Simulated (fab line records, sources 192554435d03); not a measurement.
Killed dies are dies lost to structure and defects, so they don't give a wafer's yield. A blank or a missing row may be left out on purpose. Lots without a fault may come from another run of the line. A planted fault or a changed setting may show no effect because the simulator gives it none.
Chamber matching | flow n5_finfet | N5_BEOL_M2_PRE_CLEAN_60 on cvd_co-01: 3 sister chambers
The step time 15 s. 36 wafers are shown with their chamber, then 12 later ones without.

WAFERS WITH THEIR CHAMBER
wafer  | chamber | heater_power_w (W)
L083.1 | 1       | 140
L083.2 | 0       | 70
L083.5 | 2       | 68
L076.1 | 0       | 70
L076.5 | 2       | 69
L076.6 | 1       | 137
L080.1 | 1       | 141
L080.3 | 2       | 69
L080.4 | 0       | 69
L079.1 | 1       | 139
L079.2 | 0       | 70
L079.3 | 2       | 68
L081.1 | 0       | 70
L081.2 | 1       | 140
L081.4 | 2       | 68
L084.2 | 1       | 140
L084.4 | 2       | 69
L084.6 | 1       | 138
L085.1 | 2       | 68
L085.2 | 0       | 72
L085.3 | 1       | 139
L085.4 | 1       | 136
L085.5 | 0       | 72
L085.6 | 2       | 69
L086.1 | 1       | 141
L086.2 | 0       | 71
L086.4 | 1       | 138
L087.4 | 0       | 71
L087.5 | 1       | 143
L087.6 | 2       | 69
L090.1 | 0       | 70
L090.2 | 2       | 68
L090.4 | 2       | 68
L092.3 | 0       | 70
L092.4 | 1       | 139
L092.5 | 2       | 67

SIGNATURES (means of the wafers above)
reading        | chamber 0 | chamber 1 | chamber 2 | scatter within a chamber
heater_power_w | 70.45     | 139.31    | 68.33     | 1.28
Rule: a wafer's distance from a chamber is the root of the sum, over the readings, of the square of ((its reading less the chamber's mean) divided by the reading's scatter). The wafer belongs to the nearest chamber; if the next one is less than 2 further off, it can't be placed. The scatter: the root of (the sum of the squares of (reading less its chamber's mean) over the shown wafers, divided by (wafers less chambers)).

WAFERS WITHOUT THEIR CHAMBER
wafer  | heater_power_w (W)
L093.1 | 142
L093.3 | 67
L093.5 | 70
L094.1 | 73
L094.2 | 140
L094.3 | 69
L094.4 | 68
L094.5 | 141
L094.6 | 70
L095.1 | 68
L095.5 | 71
L095.6 | 140

WHICH CHAMBER EACH WENT THROUGH
wafer  | from the rows above     | in truth
L093.1 | 1                       | 1
L093.3 | can't be placed: 2 or 0 | 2
L093.5 | can't be placed: 0 or 2 | 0
L094.1 | can't be placed: 0 or 2 | 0
L094.2 | 1                       | 1
L094.3 | can't be placed: 2 or 0 | 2
L094.4 | can't be placed: 2 or 0 | 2
L094.5 | 1                       | 1
L094.6 | can't be placed: 0 or 2 | 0
L095.1 | can't be placed: 2 or 0 | 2
L095.5 | can't be placed: 0 or 2 | 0
L095.6 | 1                       | 1
Placed correctly: 4 of 12. Can't be placed from these rows: 8 (the true chamber is among the candidates in 8). Placed wrongly: 0.
